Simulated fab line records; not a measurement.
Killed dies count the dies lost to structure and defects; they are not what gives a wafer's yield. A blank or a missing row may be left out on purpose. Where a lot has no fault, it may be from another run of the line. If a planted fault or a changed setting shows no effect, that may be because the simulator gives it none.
Chamber matching / flow n5Finfet / pecvd-04 running N5_BEOL_M10_ILD_DEP_00: 3 sister chambers
The step deposits SiCOH lowk from DEMS/porogen, target thk 308.51 nm, time 58 s. 20 wafers are shown with their chamber, then 10 later ones without.

## EACH WAFER AND ITS CHAMBER
wafer=L075.1; chamber=0; throttleValvePct (%)=13.9; heaterPowerW (W)=252; showerheadPlenumPTorr (Torr)=5.720
wafer=L075.3; chamber=0; throttleValvePct (%)=14.1; heaterPowerW (W)=251; showerheadPlenumPTorr (Torr)=5.735
wafer=L075.5; chamber=1; throttleValvePct (%)=13.8; heaterPowerW (W)=307; showerheadPlenumPTorr (Torr)=5.746
wafer=L078.3; chamber=0; throttleValvePct (%)=14.0; heaterPowerW (W)=301; showerheadPlenumPTorr (Torr)=5.733
wafer=L078.5; chamber=0; throttleValvePct (%)=13.9; heaterPowerW (W)=312; showerheadPlenumPTorr (Torr)=5.721
wafer=L078.6; chamber=1; throttleValvePct (%)=14.1; heaterPowerW (W)=267; showerheadPlenumPTorr (Torr)=5.740
wafer=L081.1; chamber=2; throttleValvePct (%)=12.3; heaterPowerW (W)=387; showerheadPlenumPTorr (Torr)=5.740
wafer=L081.2; chamber=0; throttleValvePct (%)=14.3; heaterPowerW (W)=277; showerheadPlenumPTorr (Torr)=5.729
wafer=L081.3; chamber=2; throttleValvePct (%)=12.4; heaterPowerW (W)=387; showerheadPlenumPTorr (Torr)=5.735
wafer=L083.2; chamber=0; throttleValvePct (%)=14.1; heaterPowerW (W)=293; showerheadPlenumPTorr (Torr)=5.723
wafer=L083.5; chamber=1; throttleValvePct (%)=13.8; heaterPowerW (W)=345; showerheadPlenumPTorr (Torr)=5.758
wafer=L083.6; chamber=0; throttleValvePct (%)=14.1; heaterPowerW (W)=290; showerheadPlenumPTorr (Torr)=5.726
wafer=L084.3; chamber=2; throttleValvePct (%)=12.5; heaterPowerW (W)=341; showerheadPlenumPTorr (Torr)=5.754
wafer=L084.5; chamber=1; throttleValvePct (%)=13.8; heaterPowerW (W)=293; showerheadPlenumPTorr (Torr)=5.754
wafer=L084.6; chamber=2; throttleValvePct (%)=12.3; heaterPowerW (W)=357; showerheadPlenumPTorr (Torr)=5.736
wafer=L088.2; chamber=1; throttleValvePct (%)=13.9; heaterPowerW (W)=301; showerheadPlenumPTorr (Torr)=5.740
wafer=L088.5; chamber=1; throttleValvePct (%)=13.9; heaterPowerW (W)=308; showerheadPlenumPTorr (Torr)=5.759
wafer=L088.6; chamber=0; throttleValvePct (%)=14.0; heaterPowerW (W)=302; showerheadPlenumPTorr (Torr)=5.721
wafer=L089.2; chamber=2; throttleValvePct (%)=12.4; heaterPowerW (W)=405; showerheadPlenumPTorr (Torr)=5.717
wafer=L089.3; chamber=0; throttleValvePct (%)=13.9; heaterPowerW (W)=303; showerheadPlenumPTorr (Torr)=5.725

SIGNATURES, as means of the wafers listed above
reading=throttleValvePct; chamber 0=14.033; chamber 1=13.883; chamber 2=12.380; scatter within a chamber=0.118
reading=heaterPowerW; chamber 0=286.78; chamber 1=303.50; chamber 2=375.40; scatter within a chamber=24.1
reading=showerheadPlenumPTorr; chamber 0=5.72589; chamber 1=5.74950; chamber 2=5.73640; scatter within a chamber=0.00878
Rule: for each reading, subtract the chamber's mean from the wafer's reading, divide by that reading's scatter and square the result; add these up over the readings and take the root, which gives the wafer's distance from the chamber. If the next closest chamber is less than 2 further off than the closest, the wafer can't be placed; otherwise it belongs to the closest. How the scatter is found: for the shown wafers, subtract from each reading the mean of its chamber, square and add these, divide the total by (wafers less chambers), then take the root.

## WAFERS WHOSE CHAMBER IS MISSING
wafer=L089.6; throttleValvePct (%)=14.0; heaterPowerW (W)=322; showerheadPlenumPTorr (Torr)=5.745
wafer=L092.1; throttleValvePct (%)=12.5; heaterPowerW (W)=356; showerheadPlenumPTorr (Torr)=5.743
wafer=L092.4; throttleValvePct (%)=14.2; heaterPowerW (W)=237; showerheadPlenumPTorr (Torr)=5.711
wafer=L092.6; throttleValvePct (%)=12.5; heaterPowerW (W)=365; showerheadPlenumPTorr (Torr)=5.735
wafer=L095.2; throttleValvePct (%)=12.7; heaterPowerW (W)=391; showerheadPlenumPTorr (Torr)=5.733
wafer=L095.3; throttleValvePct (%)=13.7; heaterPowerW (W)=331; showerheadPlenumPTorr (Torr)=5.762
wafer=L095.5; throttleValvePct (%)=13.8; heaterPowerW (W)=278; showerheadPlenumPTorr (Torr)=5.708
wafer=L097.2; throttleValvePct (%)=13.8; heaterPowerW (W)=344; showerheadPlenumPTorr (Torr)=5.745
wafer=L097.3; throttleValvePct (%)=12.5; heaterPowerW (W)=400; showerheadPlenumPTorr (Torr)=5.737
wafer=L097.6; throttleValvePct (%)=14.0; heaterPowerW (W)=271; showerheadPlenumPTorr (Torr)=5.750

## EACH ONE'S CHAMBER
wafer=L089.6; from the rows above=can't be placed: 1 or 0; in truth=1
wafer=L092.1; from the rows above=2; in truth=2
wafer=L092.4; from the rows above=0; in truth=0
wafer=L092.6; from the rows above=2; in truth=2
wafer=L095.2; from the rows above=2; in truth=2
wafer=L095.3; from the rows above=1; in truth=1
wafer=L095.5; from the rows above=0; in truth=0
wafer=L097.2; from the rows above=can't be placed: 1 or 0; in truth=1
wafer=L097.3; from the rows above=2; in truth=2
wafer=L097.6; from the rows above=can't be placed: 1 or 0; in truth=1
Placed correctly: 7 of 10. Can't be placed from these rows: 3 (the true chamber is among the candidates in 3). Wrongly placed: 0.
